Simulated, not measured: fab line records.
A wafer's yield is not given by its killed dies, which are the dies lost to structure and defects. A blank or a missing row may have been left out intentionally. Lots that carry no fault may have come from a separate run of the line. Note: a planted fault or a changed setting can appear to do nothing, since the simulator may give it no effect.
fab line records	flow n5Finfet
record lots=7	wafers=21
route steps=1938 shown WELL_APT@40 FIN_SAQP@100 FIN_CUT@160 DUMMY_GATE@220 SD_EPI_N@288
startH: hours from the record's first day to the start of the lot's first wafer shown	waitH: hours from the lot's prior step to this one	" as in the row above	L1.1+2: one row covering several wafers at once	- no value, or no start was given	* or withheld: withheld	< > ~ a bound
route shown NAME@n: NAME is a module with steps in the file, n the number in the route of the first one	usual: mean and standard deviation over wafers with no fault	same: alike in all rows	chamber/n: place in a boat	sites: readings site by site	_std_site: how widely they spread, as a standard deviation	_edge_site: inner sites' mean taken away from outer sites' mean	radiusMm: for every site, how far away it sits from the centre of the wafer	mask NAME#n: copy n	behind: the last tool/chamber to shape the wafer	hold: why the lot went on hold/how many hours it stayed there/how the hold came to an end	device: transistor that didn't switch, given as n, p or np	end of line: the route-end tests of the same wafers	where a step has no rows: the recipe by itself	killed: dies that structure and defects cost at the first sort, which is not the same as the wafer's yield	map: shows each die of a wafer: x if killed, . if not, _ if none is there
set.NAME: the setting that was run; set.NAME@STEP: the one run at that earlier step	model.NAME: the simulator's own value behind a step, which no gauge read
one table per step and one row per wafer, for lots whose settings were changed on purpose
## steps
# step N5_WELL_APT_PEB_23
# recipe pebTempC=130	pebTimeS=90
lot.wafer	tool	chamber	startH	waitH	set.pebTimeS
L074.1+4	lithoTrack-05	0	15.27	0.1	90
L074.6	"	0	"	"	109
L077.1+3	lithoTrack-01	0	32.77	0.1	82.44
L077.5	"	0	"	"	90
L079.1	lithoTrack-05	0	44.87	0.1	78.88
L079.3+4	"	0	"	"	90
L081.1	lithoTrack-01	0	56.84	0.1	90
L081.3+6	"	0	"	"	74.38
L087.1	lithoTrack-05	0	92.83	0.1	90
L087.2+3	"	0	"	"	81.29
L088.2+3+6	lithoTrack-05	0	103.30	0.0	90
L092.1	lithoTrack-05	0	122.60	0.1	77.02
L092.5+6	"	0	"	"	90
# step N5_WELL_APT_DEVELOP_24
# recipe developTimeS=45	rinseLiquid=surfactantRinse	dry=airSpin	devTempC=21
lot.wafer	tool	chamber	startH	waitH	set.developTimeS
L074.1+6	lithoTrack-05	0	-	-	45
L074.4	"	0	"	"	41.65
L077.1	lithoTrack-01	0	-	-	45
L077.3+5	"	0	"	"	47.78
L079.1+4	lithoTrack-05	0	-	-	45
L079.3	"	0	"	"	36.98
L081.1+3+6	lithoTrack-01	0	-	-	45
L087.1+2	lithoTrack-05	0	-	-	40.71
L087.3	"	0	"	"	45
L088.2+3+6	lithoTrack-05	0	-	-	45
L092.1	lithoTrack-05	0	-	-	51.77
L092.5+6	"	0	"	"	45
# step N5_WELL_APT_HARDBAKE_29
# recipe tempC=130	timeS=120
# step N5_WELL_APT_CD_MEAS_25
# recipe targetCdNm=200	landingEnergyEv=500	detector=seInlens
# usual cdNm=200.6/2.2
lot.wafer	tool	chamber	startH	waitH	set.pebTimeS@WELL_APT_PEB_23	cdNm
L074.1	cdSem-02	0	15.38	-	90	198.3
L074.4	"	0	"	"	90	196.5
L074.6	"	0	"	"	109	208.3
L077.1	cdSem-03	0	32.88	-	82.44	197.1
L077.3	"	0	"	"	82.44	197.7
L077.5	"	0	"	"	90	203.2
L079.1	cdSem-01	0	44.98	-	78.88	190.6
L079.3	"	0	"	"	90	199.7
L079.4	"	0	"	"	90	200.8
L081.1	cdSem-02	0	56.95	-	90	196.6
L081.3	"	0	"	"	74.38	192.2
L081.6	"	0	"	"	74.38	194.0
L087.1	cdSem-01	0	92.95	-	90	198.1
L087.2	"	0	"	"	81.29	192.3
L087.3	"	0	"	"	81.29	197.0
L088.2	cdSem-01	0	103.41	-	90	202.2
L088.3	"	0	"	"	90	201.2
L088.6	"	0	"	"	90	200.6
L092.1	cdSem-03	0	122.71	-	77.02	194.7
L092.5	"	0	"	"	90	200.5
L092.6	"	0	"	"	90	197.9
# step N5_WELL_APT_DESCUM_30
# recipe chemistry=O2	timeS=7.9	sourcePowerW=50	biasPowerW=20	pressureMtorr=20	rfFrequencyHz=2.712e+07	tempC=40	o2FlowSccm=225
lot.wafer	tool	chamber	startH	waitH	set.pebTimeS@WELL_APT_PEB_23	model.WELL_APT.cdNm
L074.1	rieDiel-04	1	15.52	0.1	90	198
L074.4	"	3	"	"	90	196.3
L074.6	"	3	"	"	109	207.9
L077.1	rieDiel-02	0	32.98	0.0	82.44	197.2
L077.3	"	1	"	"	82.44	197.7
L077.5	"	3	"	"	90	203.2
L079.1	rieDiel-04	0	45.07	0.0	78.88	190.7
L079.3	"	2	"	"	90	199.8
L079.4	"	1	"	"	90	200.6
L081.1	rieDiel-04	2	57.09	0.1	90	196.7
L081.3	"	3	"	"	74.38	192.2
L081.6	"	1	"	"	74.38	194.2
L087.1	rieDiel-04	2	93.64	0.6	90	198.2
L087.2	"	1	"	"	81.29	192.4
L087.3	"	3	"	"	81.29	196.8
L088.2	rieDiel-04	2	103.50	0.0	90	202.4
L088.3	"	3	"	"	90	201.1
L088.6	"	2	"	"	90	200.6
L092.1	rieDiel-02	2	123.65	0.9	77.02	194.7
L092.5	"	0	"	"	90	200.3
L092.6	"	1	"	"	90	198.1
# step N5_FIN_SAQP_PECVD_06
# recipe material=a-Si	targetThkA=600	tempC=400	precursor=SiH4/He	pressureTorr=3	rfW=100	timeS=48.1
lot.wafer	tool	chamber	startH	waitH	set.timeS	model.a-Si_of_FIN_SAQP_PECVD_06.thkNm
L074.1	pecvd-04	1	22.34	0.0	48.1	60.86
L074.4	"	1	"	"	44.15	56
L074.6	"	0	"	"	44.15	54.61
L077.1	pecvd-04	0	38.89	0.0	42.11	51.13
L077.3	"	1	"	"	48.1	60.16
L077.5	"	2	"	"	42.11	53.36
L079.1	pecvd-03	1	50.97	0.0	48.1	58.77
L079.3	"	2	"	"	48.1	58.68
L079.4	"	0	"	"	48.1	60.36
L081.1	pecvd-04	1	63.32	0.0	48.1	60.31
L081.3	"	2	"	"	54.06	67.45
L081.6	"	1	"	"	54.06	68.69
L087.1	pecvd-02	0	99.99	0.0	48.1	60.23
L087.2	"	1	"	"	44.34	54.27
L087.3	"	2	"	"	48.1	59.26
L088.2	pecvd-04	0	109.42	0.0	48.1	59.58
L088.3	"	1	"	"	48.1	60.29
L088.6	"	0	"	"	48.1	60.9
L092.1	pecvd-04	2	130.85	0.0	44.16	55.15
L092.5	"	1	"	"	44.16	55.52
L092.6	"	2	"	"	48.1	60.77
# step N5_FIN_SAQP_THK_MEAS_07
# usual thkNm=59.9/0.88
lot.wafer	tool	chamber	startH	waitH	set.timeS@FIN_SAQP_PECVD_06	thkNm
L074.1	filmMetro-01	-	22.43	0.1	48.1	60.9
L074.4	"	-	"	"	44.15	56.0
L074.6	"	-	"	"	44.15	54.6
L077.1	filmMetro-02	-	38.98	0.1	42.11	51.1
L077.3	"	-	"	"	48.1	60.2
L077.5	"	-	"	"	42.11	53.4
L079.1	filmMetro-01	-	51.06	0.1	48.1	58.8
L079.3	"	-	"	"	48.1	58.7
L079.4	"	-	"	"	48.1	60.4
L081.1	filmMetro-02	-	63.41	0.1	48.1	60.3
L081.3	"	-	"	"	54.06	67.5
L081.6	"	-	"	"	54.06	68.7
L087.1	filmMetro-01	-	100.08	0.1	48.1	60.2
L087.2	"	-	"	"	44.34	54.3
L087.3	"	-	"	"	48.1	59.2
L088.2	filmMetro-01	-	109.51	0.1	48.1	59.6
L088.3	"	-	"	"	48.1	60.3
L088.6	"	-	"	"	48.1	60.9
L092.1	filmMetro-02	-	130.94	0.1	44.16	55.1
L092.5	"	-	"	"	44.16	55.5
L092.6	"	-	"	"	48.1	60.7
# step N5_FIN_SAQP_COAT_49
# recipe resist=SOC	tempC=250	timeS=60	spinRpm=1500	resistThkNm=100
lot.wafer	tool	chamber	startH	waitH	set.spinRpm	model.SOC_of_FIN_SAQP_COAT_49.thkNm
L074.1	lithoTrack-03	0	22.55	0.1	1640	95.4
L074.4	"	0	"	"	1640	95.24
L074.6	"	0	"	"	1500	99.68
L077.1	lithoTrack-01	0	39.12	0.1	1500	99.53
L077.3	"	0	"	"	1500	99.7
L077.5	"	0	"	"	1334	105.6
L079.1	lithoTrack-02	0	51.17	0.1	1500	99.99
L079.3	"	0	"	"	1500	100.3
L079.4	"	0	"	"	1500	100.1
L081.1	lithoTrack-01	0	63.52	0.1	1500	100.6
L081.3	"	0	"	"	1353	105.9
L081.6	"	0	"	"	1500	100.3
L087.1	lithoTrack-03	0	100.19	0.1	1658	94.93
L087.2	"	0	"	"	1658	95.3
L087.3	"	0	"	"	1500	99.9
L088.2	lithoTrack-01	0	109.62	0.1	1500	100.2
L088.3+6	"	0	"	"	1500	100
L092.1	lithoTrack-03	0	131.06	0.1	1500	99.87
L092.5	"	0	"	"	1500	99.89
L092.6	"	0	"	"	1605	96.65
# step N5_FIN_SAQP_COAT_50
# recipe resist=SiARC	tempC=220	timeS=60	spinRpm=1500	resistThkNm=35
# step N5_FIN_SAQP_COAT_10
# recipe resist=CAR-ArF	spinRpm=1500	resistThkNm=90
# step N5_FIN_SAQP_DESCUM_21
# recipe chemistry=O2	timeS=7.9	sourcePowerW=50	biasPowerW=20	pressureMtorr=20	rfFrequencyHz=2.712e+07	tempC=40	resist=CAR-ArF	o2FlowSccm=225
# step N5_FIN_SAQP_ETCH_51
# recipe chemistry=CF4	target=SiARC	targetDepthA=455	maskMaterial=CAR-ArF	timeS=75.8	ionEnergyEv=80	pressureMtorr=40	sourceW=545	biasW=36	Ar_flow_sccm=100	cf4FlowSccm=100	ends=cleared
# step N5_FIN_SAQP_ETCH_52
# recipe chemistry=N2/H2	target=SOC	targetDepthA=1000	overetchA=200	maskMaterial=SiARC	tempC=40	timeS=150	ionEnergyEv=200	pressureMtorr=30	sourceW=840	biasW=150	n2FlowSccm=200	h2FlowSccm=200	ends=endPoint
lot.wafer	tool	chamber	startH	waitH	set.spinRpm@FIN_SAQP_COAT_49	model.etch.depthNm
L074.1	rieDiel-02	2	23.12	0.0	1640	95.4
L074.4	"	3	"	"	1640	95.24
L074.6	"	0	"	"	1500	99.68
L077.1	rieDiel-03	1	39.68	0.0	1500	99.53
L077.3	"	0	"	"	1500	99.7
L077.5	"	3	"	"	1334	105.6
L079.1	rieDiel-03	1	51.96	0.0	1500	99.99
L079.3	"	0	"	"	1500	100.3
L079.4	"	3	"	"	1500	100.1
L081.1	rieDiel-03	1	64.06	0.0	1500	100.6
L081.3	"	2	"	"	1353	105.9
L081.6	"	3	"	"	1500	100.3
L087.1	rieDiel-04	3	100.75	0.0	1658	94.93
L087.2	"	2	"	"	1658	95.3
L087.3	"	0	"	"	1500	99.9
L088.2	rieDiel-02	0	110.05	0.0	1500	100.2
L088.3+6	"	1	"	"	1500	100
L092.1	rieDiel-02	0	131.93	0.0	1500	99.87
L092.5	"	1	"	"	1500	99.89
L092.6	"	0	"	"	1605	96.65
# step N5_FIN_SAQP_STRIP_53
# recipe chemistry=N2/H2	tempC=40	n2FlowSccm=200	h2FlowSccm=200	rfFrequencyHz=6e+07
# step N5_FIN_SAQP_HM_OPEN_73
# recipe chemistry=CHF3/O2	target=SiO2	stopOn=a-Si	targetDepthA=120	overEtchFrac=1.8	maskMaterial=SOC	timeS=16.8	pressureMtorr=30	sourceW=650	biasW=170	Ar_flow_sccm=200	CHF3_flow_sccm=50	O2_flow_sccm=5	ionEnergyEv=200	ends=endPoint
# step N5_FIN_SAQP_STRIP_74
# recipe chemistry=CHF3/O2	resist=SiARC	rfFrequencyHz=6e+07
# step N5_FIN_SAQP_MANDREL_ETCH_22
# recipe targetDepthA=600	chemistry=HBr/Cl2	target=a-Si	stopOn=SiNx	btTimeS=10	overEtchFrac=0.5	timeS=30	pressureMtorr=10	icpW=800	biasW=75	HBr_flow_sccm=150	Cl2_flow_sccm=80	ends=endPoint
# usual oesProductAu=0.764/0.013
lot.wafer	tool	chamber	startH	waitH	set.timeS@FIN_SAQP_PECVD_06	set.spinRpm@FIN_SAQP_COAT_49	oesProductAu	model.etch.depthNm	model.SOC_of_FIN_SAQP_COAT_49.thkNm
L074.1	rieSi-04	2	23.31	0.0	48.1	1640	0.793	60.86	70.76
L074.4	"	3	"	"	44.15	1640	0.731	56	70.9
L074.6	"	1	"	"	44.15	1500	0.731	54.55	75.73
L077.1	rieSi-02	2	39.87	0.0	42.11	1500	0.696	51.13	75.19
L077.3	"	1	"	"	48.1	1500	0.763	60.11	75.51
L077.5	"	2	"	"	42.11	1334	0.705	53.36	81.32
L079.1	rieSi-04	3	52.15	0.0	48.1	1500	0.761	58.77	75.78
L079.3	"	1	"	"	48.1	1500	0.765	58.62	76.3
L079.4	"	1	"	"	48.1	1500	0.774	60.36	76.07
L081.1	rieSi-06	3	64.25	0.0	48.1	1500	0.760	60.31	76.77
L081.3	"	1	"	"	54.06	1353	0.821	67.34	81.73
L081.6	"	3	"	"	54.06	1500	0.829	68.69	76.46
L087.1	rieSi-02	2	100.94	0.0	48.1	1658	0.778	60.23	70.71
L087.2	"	3	"	"	44.34	1658	0.714	54.27	70.96
L087.3	"	1	"	"	48.1	1500	0.769	59.25	75.9
L088.2	rieSi-06	0	110.25	0.0	48.1	1500	0.768	59.52	75.57
L088.3	"	3	"	"	48.1	1500	0.796	60.18	75.97
L088.6	"	1	"	"	48.1	1500	0.767	60.79	75.53
L092.1	rieSi-02	3	132.12	0.0	44.16	1500	0.717	55.09	75.77
L092.5	"	3	"	"	44.16	1500	0.735	55.41	75.67
L092.6	"	2	"	"	48.1	1605	0.762	60.71	72.35
# step N5_FIN_CUT_EXPOSE_05
# recipe maskId=FIN_CUT	na=0.33	sourceShape=annular	sigmaInner=0.35	sigmaOuter=0.8	polarization=unpolarized	doseMj=45.75
lot.wafer	tool	chamber	startH	waitH	mask	set.doseMj
L074.1	euvScanner-02	0	28.23	-	FIN_CUT#0	48.29
L074.4+6	"	0	"	"	FIN_CUT#0	45.75
L077.1+3	euvScanner-02	0	43.90	-	FIN_CUT#0	49.13
L077.5	"	0	"	"	FIN_CUT#0	45.75
L079.1+3+4	euvScanner-02	0	57.86	-	FIN_CUT#0	45.75
L081.1+3	euvScanner-01	0	69.76	-	FIN_CUT#0	45.75
L081.6	"	0	"	"	FIN_CUT#0	48.24
L087.1+3	euvScanner-02	0	105.70	-	FIN_CUT#0	45.75
L087.2	"	0	"	"	FIN_CUT#0	44.1
L088.2+3+6	euvScanner-02	0	115.09	-	FIN_CUT#0	45.75
L092.1	euvScanner-02	0	137.81	-	FIN_CUT#0	45.75
L092.5+6	"	0	"	"	FIN_CUT#0	47.72
# step N5_FIN_CUT_PEB_06
# recipe pebTempC=100	pebTimeS=60	resist=CAR-EUV
# step N5_FIN_CUT_DEVELOP_07
# recipe developTimeS=30	developer=TMAH	resist=CAR-EUV	rinseLiquid=surfactantRinse	dry=airSpin	devTempC=23
# step N5_FIN_CUT_DESCUM_13
# recipe chemistry=O2	timeS=7	sourcePowerW=50	biasPowerW=20	pressureMtorr=20	rfFrequencyHz=2.712e+07	tempC=40	resist=CAR-EUV	o2FlowSccm=225
# step N5_FIN_CUT_ETCH_30
# recipe chemistry=N2/H2	target=underlayer	targetDepthA=130	maskMaterial=CAR-EUV	timeS=10.4	ionEnergyEv=200	pressureMtorr=30	sourceW=840	biasW=150	n2FlowSccm=200	h2FlowSccm=200	ends=cleared
lot.wafer	tool	chamber	startH	waitH	set.doseMj@FIN_CUT_EXPOSE_05	model.FIN_CUT.cdOffsetNm
L074.1	rieDiel-05	1	28.52	0.0	48.29	1
L074.4	"	2	"	"	45.75	0.2
L074.6	"	0	"	"	45.75	0.4
L077.1	rieDiel-01	1	44.90	0.0	49.13	1.2
L077.3	"	3	"	"	49.13	1
L077.5	"	0	"	"	45.75	0
L079.1+4	rieDiel-01	3,2	58.22	0.0	45.75	0
L079.3	"	1	"	"	45.75	-0.2
L081.1+3	rieDiel-06	0,3	70.05	0.0	45.75	0
L081.6	"	3	"	"	48.24	1
L087.1	rieDiel-06	2	105.99	0.0	45.75	0.2
L087.2	"	1	"	"	44.1	-0.6
L087.3	"	3	"	"	45.75	0
L088.2+3+6	rieDiel-06	3,2,2	115.38	0.0	45.75	0
L092.1	rieDiel-05	0	138.10	0.0	45.75	0
L092.5	"	3	"	"	47.72	1.2
L092.6	"	0	"	"	47.72	0.8
# step N5_FIN_CUT_ETCH_20
# recipe chemistry=CF4	target=SiARC	targetDepthA=260	maskMaterial=CAR-EUV	timeS=43.3	ionEnergyEv=80	pressureMtorr=40	sourceW=545	biasW=36	Ar_flow_sccm=100	cf4FlowSccm=100	ends=cleared
lot.wafer	tool	chamber	startH	waitH	set.doseMj@FIN_CUT_EXPOSE_05	model.FIN_CUT.cdOffsetNm
L074.1	rieDiel-05	1	28.54	0.0	48.29	1
L074.4	"	2	"	"	45.75	-0.2
L074.6	"	0	"	"	45.75	0.6
L077.1+3	rieDiel-01	1,3	44.92	0.0	49.13	1.2
L077.5	"	0	"	"	45.75	0
L079.1+4	rieDiel-01	3,2	58.24	0.0	45.75	0.2
L079.3	"	1	"	"	45.75	0
L081.1	rieDiel-06	0	70.07	0.0	45.75	-0.2
L081.3	"	3	"	"	45.75	0
L081.6	"	3	"	"	48.24	1
L087.1	rieDiel-06	2	106.01	0.0	45.75	0.2
L087.2	"	1	"	"	44.1	-0.6
L087.3	"	3	"	"	45.75	0
L088.2	rieDiel-06	3	115.40	0.0	45.75	0
L088.3+6	"	2	"	"	45.75	-0.2
L092.1	rieDiel-05	0	138.12	0.0	45.75	0
L092.5	"	3	"	"	47.72	1.2
L092.6	"	0	"	"	47.72	0.8
# step N5_DUMMY_GATE_HM_DEP_06
# recipe material=SiNx	targetThkA=800	precursor=DCS/NH3	tempC=700	pressureMtorr=300	timeS=5141
lot.wafer	tool	chamber	startH	waitH	set.timeS	model.SiNx_of_DUMMY_GATE_HM_DEP_06.thkNm
L074.1+6	-	-	-	0.0	4809	74.6
L074.4	"	-	"	"	4809	75
L077.1	-	-	-	0.0	5746	90
L077.3	"	-	"	"	5746	90.8
L077.5	"	-	"	"	5746	90.6
L079.1	-	-	-	0.0	4466	69.4
L079.3+4	"	-	"	"	4466	69.8
L081.1+3	-	-	-	0.0	5470	85.4
L081.6	"	-	"	"	5470	85.8
L087.1	-	-	-	0.0	5141	80
L087.2	"	-	"	"	5141	80.4
L087.3	"	-	"	"	5141	79.6
L088.2	lpcvd-01	1/70	129.42	0.0	5141	79
L088.3	"	1/75	"	"	5141	79.8
L088.6	"	1/89	"	"	5141	79.4
L092.1	-	-	-	0.0	4831	75
L092.5	"	-	"	"	4831	75.4
L092.6	"	-	"	"	4831	75.6
# step N5_SD_EPI_N_EPI_21
# recipe material=Si:P	dopant=P	tempC=680	pressureTorr=255	timeS=690
lot.wafer	tool	chamber	startH	waitH	set.tempC	model.Si-P_of_SD_EPI_N_EPI_21.thkNm
L074.1	epiRpcvd-02	0	50.90	0.1	680	58.6
L074.4+6	"	0	"	"	680	59.2
L077.1	epiRpcvd-02	0	68.40	0.2	683.5	63.6
L077.3	"	0	"	"	683.5	62.8
L077.5	"	0	"	"	680	58.8
L079.1	epiRpcvd-03	0	81.60	0.2	682	62.4
L079.3	"	0	"	"	682	62
L079.4	"	0	"	"	680	60
L081.1+3	epiRpcvd-04	0	94.07	0.2	683.3	62
L081.6	"	0	95.94	1.9	683.3	62.2
L087.1+2	epiRpcvd-04	0	131.10	0.1	680	58.8
L087.3	"	0	"	"	680	58.4
L088.2	epiRpcvd-04	0	138.91	0.5	680	59.4
L088.3	"	0	"	"	680	59
L088.6	"	0	140.40	1.9	680	58.8
L092.1	epiRpcvd-02	0	162.69	0.1	680	60.6
L092.5	"	0	163.81	1.1	680	59.6
L092.6	"	0	"	"	680	60.2
## key
split step=N5_WELL_APT_PEB_23	setting=pebTimeS	stated=90	by=wafer
response step=N5_WELL_APT_CD_MEAS_25	reading=cdNm	change=+0.438	per=1%	r=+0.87
response step=N5_WELL_APT_DESCUM_30	reading=model.WELL_APT.cdNm	change=+0.435	per=1%	r=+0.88
split step=N5_WELL_APT_DEVELOP_24	setting=developTimeS	stated=45	by=wafer
response none clear
split step=N5_FIN_SAQP_PECVD_06	setting=timeS	stated=48.1	by=wafer
response step=N5_FIN_SAQP_PECVD_06	reading=model.a-Si_of_FIN_SAQP_PECVD_06.thkNm	change=+0.65	per=1%	r=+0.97
response step=N5_FIN_SAQP_THK_MEAS_07	reading=thkNm	change=*	per=1%	r=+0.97
response step=N5_FIN_SAQP_MANDREL_ETCH_22	reading=oesProductAu	change=+0.00566	per=1%	r=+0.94
response step=N5_FIN_SAQP_MANDREL_ETCH_22	reading=model.etch.depthNm	change=+0.648	per=1%	r=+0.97
split step=N5_FIN_SAQP_COAT_49	setting=spinRpm	stated=1500	by=wafer
response step=N5_FIN_SAQP_COAT_49	reading=model.SOC_of_FIN_SAQP_COAT_49.thkNm	change=-0.501	per=1%	r=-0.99
response step=N5_FIN_SAQP_ETCH_52	reading=model.etch.depthNm	change=-0.501	per=1%	r=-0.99
response step=N5_FIN_SAQP_MANDREL_ETCH_22	reading=model.SOC_of_FIN_SAQP_COAT_49.thkNm	change=-0.513	per=1%	r=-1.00
split step=N5_FIN_CUT_EXPOSE_05	setting=doseMj	stated=45.75	by=wafer
response step=N5_FIN_CUT_ETCH_30	reading=model.FIN_CUT.cdOffsetNm	change=+0.166	per=1%	r=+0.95
response step=N5_FIN_CUT_ETCH_20	reading=model.FIN_CUT.cdOffsetNm	change=+0.178	per=1%	r=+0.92
split step=N5_DUMMY_GATE_HM_DEP_06	setting=timeS	stated=5141	by=lot
response step=N5_DUMMY_GATE_HM_DEP_06	reading=model.SiNx_of_DUMMY_GATE_HM_DEP_06.thkNm	change=+0.832	per=1%	r=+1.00
split step=N5_SD_EPI_N_EPI_21	setting=tempC	stated=680	by=wafer
response step=N5_SD_EPI_N_EPI_21	reading=model.Si-P_of_SD_EPI_N_EPI_21.thkNm	change=+8.29	per=1%	r=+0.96
